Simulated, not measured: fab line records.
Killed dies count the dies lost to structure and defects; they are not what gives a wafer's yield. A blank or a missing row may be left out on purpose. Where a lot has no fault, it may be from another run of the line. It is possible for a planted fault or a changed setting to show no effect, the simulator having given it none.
Comparing a struck lot with a sound one	flow nand harc	15 out of 1302 route steps
Sound: these wafers, L775.2, L775.3, L775.6. The struck wafers were L773.2, L773.4, L773.5. At the end, the cause is stated.
Each step with rows lists, per side, the tool, then ch with its chambers, then its first start. Under that, the readings that differ: sound wafers	struck wafers	difference of the means	sigmas: that difference in standard deviations of wafers without a fault.
alike: same words and numbers on both sides, and readings whose means sit less than 2 such deviations apart. not compared: any withheld reading, any reading some wafer has no value for, any bound like >300 that may hide the same value, and any number with overlapping values for which the record gives no deviation.
Wherever a step has rows on one side only, a row that says differs or no value, or a row with sigmas, the two part there. Numbers that have no deviation but don't overlap get no sigmas and don't part them. Lack of a reading on every wafer of one side parts them only where that side has two or more wafers.

NHARC_A_SGD_CUT_THK_MEAS_22: measures by ellipsometry.
  struck on film metro-01, day 27 06:40; sound on film metro-01, day 27 16:09
reading	sound	struck	difference	sigmas
thk nm (nm)	149.2 149.0 149.4	145.8 144.5 148.8	-2.8	-2
then, 2 steps without rows for these wafers: NHARC_A_SGD_CUT_SRD_23; NHARC_A_SGD_CUT_ETCH_26 (etches SiO2 in dHF, target depth 45.8 nm).
NHARC_A_SGD_CUT_ETCHBACK_24: etches the open film in CH3F/O2, target depth 50 nm, time 92.857 s.
  sound on rie diel-05 ch 0,1,2, day 27 16:23; struck on rie diel-05 ch 1,3, day 27 06:53
  alike: drypump motor current A, oes product au, rf vpp V, showerhead plenum p Torr, throttle valve pct
  not compared: rf hours counter h
NHARC_A_SGD_CUT_STRIP_28: strips in O2, time 20 s.
  sound: rie diel-05 ch 0,1,3; struck: rie diel-05 ch 1,2
  alike: drypump motor current A, oes product au, rf vpp V, showerhead plenum p Torr, throttle valve pct
  not compared: rf hours counter h
NHARC_A_SGD_CUT_INSPECT_25:
  struck on defect inspect-02, day 27 07:08; sound on defect inspect-02, day 27 16:37
  alike: raw defect count
NHARC_A_SLIT_DEP_25: deposits SiO2, target thk 200 nm.
  sound on pecvd-03 ch 0,2, day 27 16:41; struck on pecvd-03 ch 0,1,2, day 27 07:14
  alike: heater power w, throttle valve pct
  not compared: since wet clean h
NHARC_A_SLIT_DEP_00: deposits aC, target thk 6200 nm.
  sound on acl dep-01 ch 0, day 27 18:49; struck on acl dep-02 ch 0, day 27 08:10
  alike: throttle valve pct
NHARC_A_SLIT_DEP_23: deposits SiON, target thk 100 nm.
  sound on pecvd-04 ch 1,2, day 27 21:56; struck on pecvd-03 ch 1,2, day 27 11:21
  alike: heater power w
  not compared: since wet clean h
then, 3 steps without rows for these wafers: NHARC_A_SLIT_DEHYDRATE_01 (time 120 s); NHARC_A_SLIT_HMDS_02 (time 30 s); NHARC_A_SLIT_COAT_03 (resist thk 90 nm).
NHARC_A_SLIT_SOFTBAKE_04: time 55 s.
  sound on litho track-06 ch 0, day 27 22:00; struck on litho track-01 ch 0, day 27 11:00
reading	sound	struck	difference	sigmas
heater power total W (W)	188.48 188.34 188.42	193.22 193.04 193.10	+4.71	+34
then, 2 steps without rows for these wafers: NHARC_A_SLIT_EBR_05; NHARC_END_SORT_01.

== WHERE THEY PART ==
First at NHARC_A_SGD_CUT_THK_MEAS_22; last, within this record, at NHARC_A_SLIT_SOFTBAKE_04.

WHY: whatever the simulator had introduced
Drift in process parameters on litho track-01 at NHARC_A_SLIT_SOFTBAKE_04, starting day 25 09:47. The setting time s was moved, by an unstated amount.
